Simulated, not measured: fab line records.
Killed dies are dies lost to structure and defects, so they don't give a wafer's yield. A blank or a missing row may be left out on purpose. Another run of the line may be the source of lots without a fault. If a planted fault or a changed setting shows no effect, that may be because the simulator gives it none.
fab line records | flow n5-finfet
record: lots: 5 | wafers: 15 | last-day: 15
route steps=1938 shown BEOL_M8@1399 BEOL_M9@1401 PASSIVATION@1936
lots with no fault: from the same line, run without faults
start-h: hours from the record's opening day to when the first of the lot's shown wafers began | wait-h: hours from the lot's prior step to this one | " repeats the value in the row above | L1.1+2: a single row standing in for several wafers | - value missing, or start not given | * or withheld: withheld | < > ~ a bound
route shown NAME@n: a module of which the file shows steps, and the number in the route of the first | usual: the fault-free wafers' mean and standard deviation | same: alike in all rows | chamber/n: place in a boat | sites: each site's reading | _std_site: standard deviation of those values | _edge_site: mean of outer sites minus mean of inner sites | radius-mm: for every site, how far away it sits from the centre of the wafer | mask NAME#n: copy n | behind: the last tool/chamber to shape the wafer | hold: reason for holding the lot/hours on hold/outcome of the hold | device: transistor that didn't switch, given as n, p or np | end of line: the tests these same wafers got at the end of their route | for a step that has no rows: nothing shown but its recipe | killed: dies lost to structure and defects at the first sort, not the wafer's yield | map: a wafer's dies, marking killed ones x, the rest . and places with no die _
set.NAME: the setting that was run; set.NAME@STEP: the one run at that earlier step | model.NAME: the simulator's own value behind a step, which no gauge read
a table for each step, a row for each wafer; lots at some steps of the route
services: a tool's chamber out of use, with start hour (start-h, from the record's first day; less than 0 if before it), hours out, and reason
== steps ==
step: N5_BEOL_M8_RS_MEAS_57
recipe: thk-meas-gauge: four-point-probe | reads: Cu_of_BEOL_M8_ECD_50+Co_of_BEOL_M8_CVD_78+TaN_of_BEOL_M8_ALD_77
usual: M8_RS: 0.286/0.0088
lot.wafer | tool          | chamber | start-h | wait-h | M8_RS[ohm/sq]
L134.3    | film-metro-01 | -       | 199.52  | 0.1    | 0.278
L134.4    | "             | -       | "       | "      | 0.280
L134.6    | "             | -       | "       | "      | 0.290
L135.4    | film-metro-01 | -       | 207.99  | 0.1    | 0.296
L135.5    | "             | -       | "       | "      | 0.284
L135.6    | "             | -       | "       | "      | 0.304
L142.3    | film-metro-02 | -       | 255.15  | 0.1    | 0.281
L142.4    | "             | -       | "       | "      | 0.294
L142.5    | "             | -       | "       | "      | 0.300
L147.2    | film-metro-01 | -       | 284.34  | 0.1    | 0.267
L147.3    | "             | -       | "       | "      | 0.269
L147.4    | "             | -       | "       | "      | 0.287
L146.3    | film-metro-01 | -       | 289.57  | 0.1    | 0.277
L146.5    | "             | -       | "       | "      | 0.293
L146.6    | "             | -       | "       | "      | 0.283
step: N5_BEOL_M8_INSPECT_58
recipe: inspect-instrument: darkfield | mode: post-dep
usual: raw-defect-count: 64/17
lot.wafer | tool              | chamber | start-h | wait-h | raw-defect-count
L134.3    | defect-inspect-02 | -       | 199.54  | 0.0    | 38
L134.4    | "                 | -       | "       | "      | 46
L134.6    | "                 | -       | "       | "      | 76
L135.4    | defect-inspect-01 | -       | 208.01  | 0.0    | 82
L135.5    | "                 | -       | "       | "      | 76
L135.6    | "                 | -       | "       | "      | 54
L142.3    | defect-inspect-02 | -       | 255.17  | 0.0    | 44
L142.4    | "                 | -       | "       | "      | 58
L142.5    | "                 | -       | "       | "      | 42
L147.2    | defect-inspect-02 | -       | 284.36  | 0.0    | 86
L147.3    | "                 | -       | "       | "      | 76
L147.4    | "                 | -       | "       | "      | 69
L146.3    | defect-inspect-01 | -       | 289.60  | 0.0    | 82
L146.5    | "                 | -       | "       | "      | 84
L146.6    | "                 | -       | "       | "      | 52
step: N5_BEOL_M9_ILD_DEP_00
recipe: material: SiCOH_lowk | target-thk-a: 3085.1 | temp-c: 300 | precursor: DEMS/porogen | pressure-torr: 5 | rf-w: 500 | time-s: 58
usual: heater-power-w: 306/80 | showerhead-plenum-p-Torr: 5.742/0.018 | showerhead-vpp-V: 1345/52 | throttle-valve-pct: 13.5/0.77
lot.wafer | tool     | chamber | start-h | wait-h | heater-power-w | showerhead-plenum-p-Torr | showerhead-vpp-V | throttle-valve-pct
L134.3    | pecvd-02 | 2       | 199.58  | 0.0    | 411            | 5.731                    | 1415             | 12.4
L134.4    | "        | 1       | "       | "      | 304            | 5.750                    | 1340             | 13.9
L134.6    | "        | 2       | "       | "      | 428            | 5.735                    | 1408             | 12.3
L135.4    | pecvd-02 | 0       | 208.08  | 0.1    | 249            | 5.748                    | 1281             | 13.8
L135.5    | "        | 1       | "       | "      | 294            | 5.742                    | 1334             | 14.2
L135.6    | "        | 2       | "       | "      | 398            | 5.764                    | 1397             | 12.2
L142.3    | pecvd-03 | 2       | 255.21  | 0.0    | 331            | 5.731                    | 1283             | 12.1
L142.4    | "        | 1       | "       | "      | 422            | 5.732                    | 1315             | 14.4
L142.5    | "        | 0       | "       | "      | 283            | 5.765                    | 1296             | 13.4
L147.2    | pecvd-04 | 0       | 284.40  | 0.0    | 183            | 5.754                    | 1394             | 13.4
L147.3    | "        | 2       | "       | "      | 211            | 5.693                    | 1431             | 13.5
L147.4    | "        | 1       | "       | "      | 402            | 5.729                    | 1367             | 13.5
L146.3    | pecvd-02 | 1       | 289.64  | 0.0    | 272            | 5.733                    | 1348             | 14.1
L146.5    | "        | 2       | "       | "      | 355            | 5.727                    | 1408             | 12.2
L146.6    | "        | 1       | "       | "      | 281            | 5.730                    | 1360             | 14.4
step: N5_BEOL_M9_CURE_71
recipe: temp-c: 385 | time-s: 240 | ambient: He/Ar | material: SiCOH_lowk
usual: lamp-power-pct: 52.31/0.056 | wafer_temp_C_max: 386.7/0.63
lot.wafer | tool       | chamber | start-h | wait-h | lamp-power-pct | wafer_temp_C_max
L134.3    | uv-cure-03 | 1       | 199.81  | 0.2    | 52.31          | 386.5
L134.4    | "          | 1       | "       | "      | 52.20          | 386.4
L134.6    | "          | 1       | "       | "      | 52.30          | 386.2
L135.4    | uv-cure-01 | 0       | 208.36  | 0.3    | 52.39          | 387.9
L135.5    | "          | 0       | "       | "      | 52.26          | 388.9
L135.6    | "          | 0       | "       | "      | 52.27          | 388.8
L142.3    | uv-cure-03 | 2       | 255.45  | 0.2    | 52.31          | 386.5
L142.4    | "          | 2       | "       | "      | 52.27          | 386.7
L142.5    | "          | 2       | "       | "      | 52.25          | 386.8
L147.2    | uv-cure-01 | 2       | 284.56  | 0.1    | 52.19          | 385.8
L147.3    | "          | 2       | "       | "      | 52.24          | 386.0
L147.4    | "          | 2       | "       | "      | 52.31          | 385.8
L146.3    | uv-cure-01 | 1       | 289.87  | 0.2    | 52.36          | 385.7
L146.5    | "          | 1       | "       | "      | 52.28          | 386.1
L146.6    | "          | 1       | "       | "      | 52.40          | 385.9
step: N5_BEOL_M9_THK_MEAS_01
recipe: reads: SiCOH_lowk_of_BEOL_M9_ILD_DEP_00
usual: M9_ILD_THK: 269/3.6
lot.wafer | tool          | chamber | start-h | wait-h | M9_ILD_THK[nm]
L134.3    | film-metro-02 | -       | 200.17  | 0.3    | 265
L134.4    | "             | -       | "       | "      | 270
L134.6    | "             | -       | "       | "      | 271
L135.4    | film-metro-01 | -       | 208.64  | 0.2    | 277
L135.5    | "             | -       | "       | "      | 270
L135.6    | "             | -       | "       | "      | 274
L142.3    | film-metro-02 | -       | 255.80  | 0.3    | 271
L142.4    | "             | -       | "       | "      | 265
L142.5    | "             | -       | "       | "      | 272
L147.2    | film-metro-02 | -       | 284.99  | 0.4    | 269
L147.3    | "             | -       | "       | "      | 270
L147.4    | "             | -       | "       | "      | 268
L146.3    | film-metro-02 | -       | 290.23  | 0.3    | 270
L146.5    | "             | -       | "       | "      | 271
L146.6    | "             | -       | "       | "      | 272
step: N5_BEOL_M9_PECVD_70
recipe: material: SiO2 | target-thk-a: 200 | temp-c: 400 | precursor: TEOS/O2 | pressure-torr: 5.5 | rf-w: 450 | teos-flow-sccm: 53.8 | gas: O2 | flow-sccm: 3000 | time-s: 22.7
usual: heater-power-w: 732/140 | showerhead-plenum-p-Torr: 8.79/0.074 | showerhead-vpp-V: 1272/50 | throttle-valve-pct: 21.8/1.2
lot.wafer | tool     | chamber | start-h | wait-h | heater-power-w | showerhead-plenum-p-Torr | showerhead-vpp-V | throttle-valve-pct
L134.3    | pecvd-02 | 0       | 200.20  | 0.0    | 594            | 8.87                     | 1198             | 22.5
L134.4    | "        | 1       | "       | "      | 705            | 8.78                     | 1269             | 23.3
L134.6    | "        | 2       | "       | "      | 933            | 8.76                     | 1332             | 19.8
L135.4    | pecvd-03 | 1       | 208.69  | 0.1    | 965            | 8.72                     | 1276             | 23.3
L135.5    | "        | 1       | "       | "      | 956            | 8.74                     | 1258             | 23.4
L135.6    | "        | 0       | "       | "      | 672            | 8.88                     | 1240             | 21.9
L142.3    | pecvd-02 | 2       | 255.84  | 0.0    | 824            | 8.77                     | 1350             | 19.9
L142.4    | "        | 0       | "       | "      | 558            | 8.86                     | 1204             | 22.2
L142.5    | "        | 1       | "       | "      | 654            | 8.78                     | 1267             | 22.8
L147.2    | pecvd-03 | 1       | 285.03  | 0.0    | 809            | 8.71                     | 1273             | 23.6
L147.3    | "        | 0       | "       | "      | 627            | 8.87                     | 1221             | 21.9
L147.4    | "        | 1       | "       | "      | 839            | 8.73                     | 1288             | 23.3
L146.3    | pecvd-03 | 1       | 290.26  | 0.0    | 891            | 8.73                     | 1268             | 23.4
L146.5    | "        | 2       | "       | "      | 804            | 8.78                     | 1213             | 19.9
L146.6    | "        | 0       | "       | "      | 667            | 8.87                     | 1242             | 22.2
step: N5_BEOL_M9_HM_DEP_02
recipe: material: TiN | target-thk-a: 200 | temp-c: 25 | chamber-pressure-pa: 0.49996
usual: throttle-valve-pct: 29.9/1.1
lot.wafer | tool           | chamber | start-h | wait-h | throttle-valve-pct
L134.3    | pvd-sputter-02 | -       | 201.07  | 0.8    | 30.5
L134.4    | "              | -       | "       | "      | 29.0
L134.6    | "              | -       | "       | "      | 30.5
L135.4    | pvd-sputter-01 | -       | 209.68  | 1.0    | 30.3
L135.5    | "              | -       | "       | "      | 29.4
L135.6    | "              | -       | "       | "      | 30.1
L142.3    | pvd-sputter-01 | -       | 260.49  | 4.6    | 29.5
L142.4    | "              | -       | "       | "      | 30.5
L142.5    | "              | -       | "       | "      | 29.5
L147.2    | pvd-sputter-03 | -       | 285.99  | 0.9    | 32.3
L147.3    | "              | -       | "       | "      | 29.7
L147.4    | "              | -       | "       | "      | 30.5
L146.3    | pvd-sputter-01 | -       | 292.56  | 2.3    | 29.6
L146.5    | "              | -       | "       | "      | 30.1
L146.6    | "              | -       | "       | "      | 30.8
step: N5_BEOL_M9_COAT_59
recipe: resist: SOC | temp-c: 250 | time-s: 60 | spin-rpm: 1500 | resist-thk-nm: 100
step: N5_BEOL_M9_COAT_60
recipe: resist: SiARC | temp-c: 220 | time-s: 60 | spin-rpm: 1500 | resist-thk-nm: 30
step: N5_BEOL_M9_COAT_05
recipe: resist: CAR-ArF | spin-rpm: 1500 | resist-thk-nm: 90
step: N5_BEOL_M9_EBR_07
recipe: solvent: PGMEA | ebr-width-mm: 1.5
step: N5_BEOL_M9_SOFTBAKE_06
recipe: temp-c: 110 | time-s: 60 | resist: CAR-ArF
step: N5_BEOL_M9_EXPOSE_08
recipe: mask-id: M9 | na: 1.35 | source-shape: dipole | sigma-inner: 0.411 | sigma-outer: 0.611 | polarization: te | dose-mj: 53.75
usual: exposure-dose-mJ-cm2: 53.74/0.056
lot.wafer | tool            | chamber | start-h | wait-h | mask | exposure-dose-mJ-cm2
L134.3    | arfi-scanner-01 | 0       | 201.45  | -      | M9#0 | 53.75
L134.4    | "               | 0       | "       | "      | M9#0 | 53.85
L134.6    | "               | 0       | "       | "      | M9#0 | 53.72
L135.4    | arfi-scanner-03 | 0       | 209.94  | -      | M9#0 | 53.82
L135.5    | "               | 0       | "       | "      | M9#0 | 53.74
L135.6    | "               | 0       | "       | "      | M9#0 | 53.80
L142.3    | arfi-scanner-03 | 0       | 260.88  | -      | M9#0 | 54.44
L142.4    | "               | 0       | "       | "      | M9#0 | 54.62
L142.5    | "               | 0       | "       | "      | M9#0 | 54.55
L147.2    | arfi-scanner-01 | 0       | 286.24  | -      | M9#0 | 53.76
L147.3    | "               | 0       | "       | "      | M9#0 | 53.73
L147.4    | "               | 0       | "       | "      | M9#0 | 53.74
L146.3    | arfi-scanner-02 | 0       | 292.94  | -      | M9#0 | 53.85
L146.5    | "               | 0       | "       | "      | M9#0 | 53.81
L146.6    | "               | 0       | "       | "      | M9#0 | 53.86
step: N5_BEOL_M9_PEB_09
recipe: peb-temp-c: withheld | peb-time-s: 60 | resist: CAR-ArF
step: N5_PASSIVATION_PROBE_49
usual: defect-limited-yield: 91.1/1.4 | killed_at_M0_to_M3: 34/11 | killed_at_M4_up: 14/5.7 | killed-at-contacts: 14/6.9 | killed-at-front-end: 40/11 | killed-at-other: 4/3.1 | killed-dies: 105/17 | killed-open: 70/13 | killed-short: 34/7.6 | sort_bin_5_function: 5.3/0.95 | sort_bin_6_memory: 3.3/0.64 | sort_bin_8_speed: 0.00/0.029 | sort-n-pass: 1075/17 | sort-yield-pct: 91.1/1.4
same: gross-dies: 1180 | killed-at-back-side: 0 | sort_bin_4_leakage[%]: 0
lot.wafer | tool      | chamber | start-h | wait-h | defect-limited-yield[%] | killed_at_M0_to_M3 | killed_at_M4_up | killed-at-contacts | killed-at-front-end | killed-at-other | killed-dies | killed-open | killed-short | sort_bin_5_function[%] | sort_bin_6_memory[%] | sort_bin_8_speed[%] | sort-n-pass | sort-yield-pct[%]
L146.3    | prober-01 | -       | 362.21  | 0.1    | 91.6                    | 37                 | 13              | 14                 | 35                  | 0               | 99          | 65          | 32           | 4.7                    | 3.4                  | 0                   | 1081        | 91.6
L146.5    | prober-01 | -       | 362.31  | 0.2    | 88.7                    | 60                 | 8               | 11                 | 52                  | 2               | 133         | 84          | 47           | 6.6                    | 4.2                  | 0                   | 1047        | 88.7
L146.6    | prober-01 | -       | 362.36  | 0.3    | 92.1                    | 23                 | 16              | 16                 | 34                  | 4               | 93          | 56          | 34           | 4.4                    | 3.1                  | 0                   | 1087        | 92.1
killed by level:class
L146.3 MOL_CONTACT_COAG:geometric-particle:open=13 BEOL_M3:geometric-particle:open=10 BEOL_M1:geometric-particle:open=6 BEOL_M4:geometric-particle:open=5 BEOL_M0_SAQP:geometric-particle:open=5 BEOL_M0_SAQP:geometric-particle:short=5 STARTING-WAFER:geometric-particle:open=5 FIN_SAQP:geometric-particle:short=4
L146.5 BEOL_M0_SAQP:geometric-particle:short=16 FIN_SAQP:geometric-particle:short=11 FIN_SAQP:geometric-particle:open=11 STI_FIN_REVEAL:geometric-particle:open=11 BEOL_M1:geometric-particle:open=11 BEOL_M3:geometric-particle:open=10 MOL_CONTACT_COAG:geometric-particle:open=9 BEOL_M2:geometric-particle:open=8
L146.6 MOL_CONTACT_COAG:geometric-particle:open=11 BEOL_M4:geometric-particle:open=9 FIN_SAQP:geometric-particle:short=8 BEOL_M3:geometric-particle:open=7 STI_FIN_REVEAL:geometric-particle:open=6 GATE_CUT:geometric-particle:short=6 MOL_CONTACT_COAG:geometric-particle:short=5 FIN_SAQP:geometric-particle:open=4
== services ==
tool            | chamber | start-h | hours | kind
arfi-scanner-02 | -       | 179.12  | 6.2   | repair
pecvd-03        | 0       | 179.45  | 4.6   | repair
arfi-scanner-01 | -       | 194.98  | 4.9   | pm
arfi-scanner-03 | -       | 200.90  | 1.0   | pm
pecvd-03        | 2       | 202.38  | -     | clean
pecvd-03        | 2       | 202.38  | -     | consumable-replace:showerhead
pecvd-03        | 2       | 202.38  | 29.0  | scheduled-down
arfi-scanner-02 | -       | 203.75  | 4.9   | pm
arfi-scanner-02 | -       | 210.85  | 0.8   | pm
pecvd-04        | -       | 217.39  | 1.0   | repair
arfi-scanner-03 | -       | 221.35  | 0.8   | pm
arfi-scanner-03 | -       | 222.46  | 1.3   | pm
arfi-scanner-02 | -       | 223.27  | 2.0   | repair
arfi-scanner-02 | -       | 225.35  | 0.6   | repair
pecvd-02        | 0       | 227.39  | 2.1   | scheduled-down
arfi-scanner-02 | -       | 234.20  | 1.3   | pm
pvd-sputter-03  | -       | 235.09  | 39.9  | repair
arfi-scanner-03 | -       | 240.82  | 0.9   | repair
arfi-scanner-01 | -       | 250.32  | 1.0   | pm
pecvd-02        | 2       | 257.54  | 8.1   | repair
pecvd-02        | -       | 258.78  | 6.9   | repair
arfi-scanner-02 | -       | 267.24  | 21.5  | repair
pecvd-02        | -       | 276.17  | 1.1   | repair
arfi-scanner-01 | -       | 287.58  | 1.3   | pm
== key ==
first-sign: step: N5_BEOL_M9_EXPOSE_08 | reading: exposure-dose-mJ-cm2 | direction: up | sigmas: 14 | usual: 53.74 | struck: 54.53
effect none on later readings
met-at N5_BEOL_M9_EXPOSE_08
struck-wafers L142.3,L142.4,L142.5
loop-trim: step: N5_BEOL_M9_EXPOSE_08 | setting: dose | lots: L142
onset-between 209.94 260.88
earlier-fault: kind: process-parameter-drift | tool: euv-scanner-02 | chamber: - | onset-h: 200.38 | steps: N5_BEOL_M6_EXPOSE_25 | channel: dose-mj | offset: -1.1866 | shape: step | acts-in: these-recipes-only | stated: 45
fault: kind: process-parameter-drift | tool: arfi-scanner-03 | chamber: - | onset-h: 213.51 | steps: N5_BEOL_M9_EXPOSE_08 | channel: dose-mj | offset: 1.2918 | shape: step | acts-in: these-recipes-only | stated: 53.75
loop-trim: a control loop set the setting to another value than it would have without faults
